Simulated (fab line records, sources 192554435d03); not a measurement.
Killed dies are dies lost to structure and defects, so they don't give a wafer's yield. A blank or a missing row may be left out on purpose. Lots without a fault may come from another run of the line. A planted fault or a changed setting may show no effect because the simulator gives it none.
Split-lot experiment | flow n5_finfet | 7 lots, 21 wafers read, on a route of 1938 steps

THE SPLIT
At N5_BEOL_M3_TRENCH_ETCH_37 (etches SiOC in C4F6/O2, target depth 55.555 nm, time 29.2 s), the setting source_w was moved away from the recipe's 355 W on 7 of the 21 wafers read, by -13.3% to -7.0%. The other wafers ran this setting at the recipe's value.

The reading is taken at the split's own step.

THE READING
rf_vpp_V, in V, at N5_BEOL_M3_TRENCH_ETCH_37 (etches SiOC in C4F6/O2, target depth 55.555 nm, time 29.2 s). Fault-free wafers of this fab line usually give 669 V, standard deviation 8.3 V.

wafer  | tool, chamber at the split | source_w as run, W | against the recipe | rf_vpp_V, V | against lot-mates on the recipe
L074.1 | rie_diel-04, 1             | 355                | recipe             | 678         | -
L074.4 | rie_diel-04, 2             | 355                | recipe             | 662         | -
L074.5 | rie_diel-04, 0             | 330                | -7.0%              | 695         | +25
L080.2 | rie_diel-06, 2             | 355                | recipe             | 678         | -
L080.4 | rie_diel-06, 3             | 355                | recipe             | 676         | -
L080.5 | rie_diel-06, 0             | 355                | recipe             | 672         | -
L081.2 | rie_diel-06, 3             | 325.3              | -8.4%              | 708         | +32
L081.5 | rie_diel-06, 3             | 355                | recipe             | 676         | -
L081.6 | rie_diel-06, 0             | 325.3              | -8.4%              | 703         | +27
L085.3 | rie_diel-06, 1             | 307.8              | -13.3%             | 709         | +51
L085.4 | rie_diel-06, 3             | 307.8              | -13.3%             | 728         | +70
L085.6 | rie_diel-06, 1             | 355                | recipe             | 658         | -
L087.1 | rie_diel-04, 2             | 355                | recipe             | 656         | -
L087.2 | rie_diel-04, 0             | 355                | recipe             | 668         | -
L087.4 | rie_diel-04, 1             | 355                | recipe             | 678         | -
L091.1 | rie_diel-04, 1             | 311.4              | -12.3%             | 724         | +67
L091.2 | rie_diel-04, 3             | 355                | recipe             | 657         | -
L091.6 | rie_diel-04, 3             | 311.4              | -12.3%             | 701         | +44
L095.2 | rie_diel-06, 1             | 355                | recipe             | 661         | -
L095.3 | rie_diel-06, 0             | 355                | recipe             | 671         | -
L095.6 | rie_diel-06, 0             | 355                | recipe             | 673         | -

THE FIT
A straight line over all 21 wafers: rf_vpp_V changes by -3.76 V for each +1% of source_w; r = -0.92; the points scatter about the line by 8.7 V.
The same after taking each lot's own level away (the mean of its wafers on the recipe; 21 wafers): -4.35 V for each +1%; r = -0.95; scatter 7.5 V.
On that fit, the largest move of source_w shifts the reading by 58 V.
The lots' own levels span 657.0 to 676.0 V, that is 2.3 times the standard deviation above.
So the lot-to-lot level changes the slope: the two fits differ.
Check: with one of the wafers moved furthest among these (-13.3%) left out of the fit, the line predicts +59.1 V for it against its lot-mates. It came out at +51 V against them.
Tool readings at the split's step, against how far the setting was moved: rf_vpp_V r = -0.92.

OTHER SPLITS ON THESE WAFERS
These wafers also went through other splits before the reading. Each is held against what the fit with the lots' levels taken away leaves over:
other split on the same wafers               | wafers away from the commonest value | r with rf_vpp_V (lot level and that fit taken away)
N5_MOL_CONTACT_COAG_EXPOSE_05 dose_mj        | 6                                    | +0.13
N5_MOL_CONTACT_COAG_CONTACT_ETCH_14 source_w | 6                                    | -0.17
N5_MOL_CONTACT_COAG_VIA_ETCH_117 bias_w      | 9                                    | +0.20
N5_BEOL_M0_SAQP_COAT_08 spin_rpm             | 3                                    | +0.02
N5_BEOL_M2_ETCH_70 bias_w                    | 9                                    | -0.11
N5_BEOL_M3_ETCH_70 time_s                    | 10                                   | +0.06

THE FILE'S OWN FIT
rf_vpp_V changes by -4.3 V for each +1% of source_w, r = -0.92.
